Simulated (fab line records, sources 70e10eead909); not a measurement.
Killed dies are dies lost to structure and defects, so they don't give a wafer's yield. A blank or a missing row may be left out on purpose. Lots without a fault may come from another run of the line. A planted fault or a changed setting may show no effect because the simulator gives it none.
Problem report in the 8D (eight disciplines) form, filled by code | flow nand_harc | the parts of the form that need people (team, actions taken, sign-off) are left out

1. THE PROBLEM
thk_nm at NHARC_A_ONON_D2_THK_MEAS_02 reads a mean of 886 nm on 2 wafers of 2 lots; wafers without a fault read 997 nm with a standard deviation of 7.8. That is -14 standard deviations from the usual mean.
The step: measures by ellipsometry.
First seen on wafer L289.2, day 16 21:02, on film_metro-01. The record holds 42 wafers of 14 lots with a number at this step. Rule for "out", or "out of limits": more than 4 standard deviations from the usual mean. The other wafers with a number count as sound.

2. WHAT IT IS AND WHAT IT IS NOT
question                    | is                | is not
which readings at this step | thk_nm            | -
which lots                  | L289, L290        | L279, L281, L282, L291, L293, L294, L296, L297, L298, L299, L300, L302
which wafers of those lots  | L289.2, L290.1    | L289.3, L289.6, L290.4, L290.6
read on which gauges        | film_metro-01     | film_metro-02
when                        | from day 16 21:02 | up to then (11 sound wafers); but 29 sound wafers of L290, L291, L293, L294, L296, L297, L298, L299, L300, L302 came after

3. SUSPECTS, AND WHAT RULES EACH OUT
Counting: a tool at a process step up to the reading stays a suspect if it ran every lot that is out. Sound lots after the first of them don't rule it out here, since some wafers of a struck lot are sound.
- the gauge at NHARC_A_ONON_D2_THK_MEAS_02: kept. All the wafers that are out were read on film_metro-01, and no step on other tools shows them out.
- har_etch-02 at NHARC_A_CHANNEL_HOLE_D1_ETCH_19 (etches the open film in C4F8/O2/Ar, time 34.5 s): kept. It ran every lot that is out, first L289 (day 12 22:46); its last sound lot up to then is L279 (day 8 21:04).
- pecvd_onon-03 at NHARC_A_ONON_D2_DEP_00 (target thk 1000 nm): kept. It ran every lot that is out, first L289 (day 16 20:35); its last sound lot up to then is L281 (day 13 14:51).
Left after counting: har_etch-02 at NHARC_A_CHANNEL_HOLE_D1_ETCH_19, pecvd_onon-03 at NHARC_A_ONON_D2_DEP_00, film_metro-01 at NHARC_A_ONON_D2_THK_MEAS_02.

4. THE CAUSE (what the simulator had put in)
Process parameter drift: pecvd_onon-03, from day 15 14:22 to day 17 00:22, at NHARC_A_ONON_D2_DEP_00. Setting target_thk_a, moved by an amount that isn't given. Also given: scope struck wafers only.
Counting left 3 suspects, and this tool is among them.

5. THE CHAIN OF EFFECTS, in route order
Each row: a reading whose mean over the struck wafers that have a number lies more than 3 standard deviations from the usual. Only readings for which the record gives a usual standard deviation are gone through. hours: the time from each lot's start at the first step in this table that gives one to its start at this step, as a median over the lots. sigmas: the change in usual standard deviations.
hours | step                        | reading | usual  | on struck wafers | change | sigmas
0     | NHARC_A_ONON_D2_THK_MEAS_02 | thk_nm  | 997 nm | 886              | -111   | -14
Later measuring or inspecting steps at which every struck wafer that the step has a row for has a number for every such reading, and none has moved that far: NHARC_A_ONON_D2_INSPECT_32.

6. WHAT WOULD HAVE CAUGHT IT SOONER
In this record the first reading out of limits at a measuring or inspecting step was taken at day 16 21:02, 31 hours after the fault began at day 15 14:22.
Of the lots that are out (2), L290 began NHARC_A_ONON_D2_DEP_00 on pecvd_onon-03 after day 16 21:02. A hold on the tool at that time would have spared it.
